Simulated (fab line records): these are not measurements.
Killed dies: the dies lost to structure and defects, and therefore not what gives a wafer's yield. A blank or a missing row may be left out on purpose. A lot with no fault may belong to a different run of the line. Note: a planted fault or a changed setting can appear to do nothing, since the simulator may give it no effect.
Split-lot trial | flow n5Finfet | route with 1938 steps; 7 lots, 21 wafers read

## ABOUT THE SPLIT
At N5_DUMMY_GATE_COAT_28 (time 60 s, resist thk 10 nm), the setting spinRpm was moved away from the recipe's 1500 rpm on 4 of the 21 wafers read, by -9.3% to +9.0%. For the rest of the wafers, this setting stayed at what the recipe calls for.

The split's own step is where the reading is taken.

## THE READING
underlayer_of_DUMMY_GATE_COAT_28.thkNm (the simulator's own value, which no gauge read), in nm, at N5_DUMMY_GATE_COAT_28 (time 60 s, resist thk 10 nm). The file gives no usual value for it.

wafer  | tool, chamber at the split | spinRpm as run, rpm | against the recipe | underlayer_of_DUMMY_GATE_COAT_28.thkNm, nm | against lot-mates on the recipe
L079.2 | lithoTrack-02, 0           | 1500                | recipe             | 10                                         | -
L079.5 | lithoTrack-02, 0           | 1500                | recipe             | 10                                         | -
L079.6 | lithoTrack-02, 0           | 1500                | recipe             | 10                                         | -
L080.1 | lithoTrack-02, 0           | 1500                | recipe             | 10                                         | -
L080.3 | lithoTrack-02, 0           | 1500                | recipe             | 10                                         | -
L080.2 | lithoTrack-02, 0           | 1360                | -9.3%              | 10.6                                       | +0.6
L082.4 | lithoTrack-03, 0           | 1407                | -6.2%              | 10.4                                       | +0.4
L082.6 | lithoTrack-03, 0           | 1407                | -6.2%              | 10.4                                       | +0.4
L082.5 | lithoTrack-03, 0           | 1500                | recipe             | 10                                         | -
L088.1 | lithoTrack-01, 0           | 1500                | recipe             | 10                                         | -
L088.2 | lithoTrack-01, 0           | 1500                | recipe             | 10                                         | -
L088.5 | lithoTrack-01, 0           | 1500                | recipe             | 10                                         | -
L090.1 | lithoTrack-01, 0           | 1500                | recipe             | 10                                         | -
L090.3 | lithoTrack-01, 0           | 1500                | recipe             | 10                                         | -
L090.4 | lithoTrack-01, 0           | 1500                | recipe             | 10                                         | -
L094.2 | lithoTrack-02, 0           | 1500                | recipe             | 10                                         | -
L094.3 | lithoTrack-02, 0           | 1500                | recipe             | 10                                         | -
L094.4 | lithoTrack-02, 0           | 1500                | recipe             | 10                                         | -
L097.1 | lithoTrack-02, 0           | 1635                | +9.0%              | 9.6                                        | -0.4
L097.2 | lithoTrack-02, 0           | 1500                | recipe             | 10                                         | -
L097.4 | lithoTrack-02, 0           | 1500                | recipe             | 10                                         | -

FIT RESULTS
A straight line over all 21 wafers: underlayer_of_DUMMY_GATE_COAT_28.thkNm changes by -0.0571 nm for each +1% of spinRpm; r = -0.99; the points scatter about the line by 0.031 nm.
The same after taking each lot's own level away (the mean of its wafers on the recipe; 21 wafers): -0.0571 nm for each +1%; r = -0.99; scatter 0.031 nm.
The reading moves by 0.53 nm for the largest change in spinRpm, on that fit.
The lots' own levels span 10.00 to 10.00 nm.
So the lot-to-lot level changes the slope little: the two slopes agree.
Check: +0.515 nm against its lot-mates is what the line predicts for one of the wafers moved furthest among these (-9.3%) when that wafer is left out of the fit. It came out at +0.6 nm against them.

## ADDITIONAL SPLITS CARRIED BY THESE WAFERS
These wafers also went through other splits before the reading. Each is held against what the fit with the lots' levels taken away leaves over:
other split on the same wafers | wafers away from the commonest value | r with underlayer_of_DUMMY_GATE_COAT_28.thkNm (lot level and that fit taken away)
N5_ZERO_LAYER_PECVD_02 timeS   | 5                                    | -0.26
N5_FIN_CUT_COAT_02 spinRpm     | 3                                    | -0.05
N5_FIN_CUT_EXPOSE_05 doseMj    | 8                                    | +0.24

## FILE'S OWN FIT
underlayer_of_DUMMY_GATE_COAT_28.thkNm changes by -0.0565 nm for each +1% of spinRpm, r = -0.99.
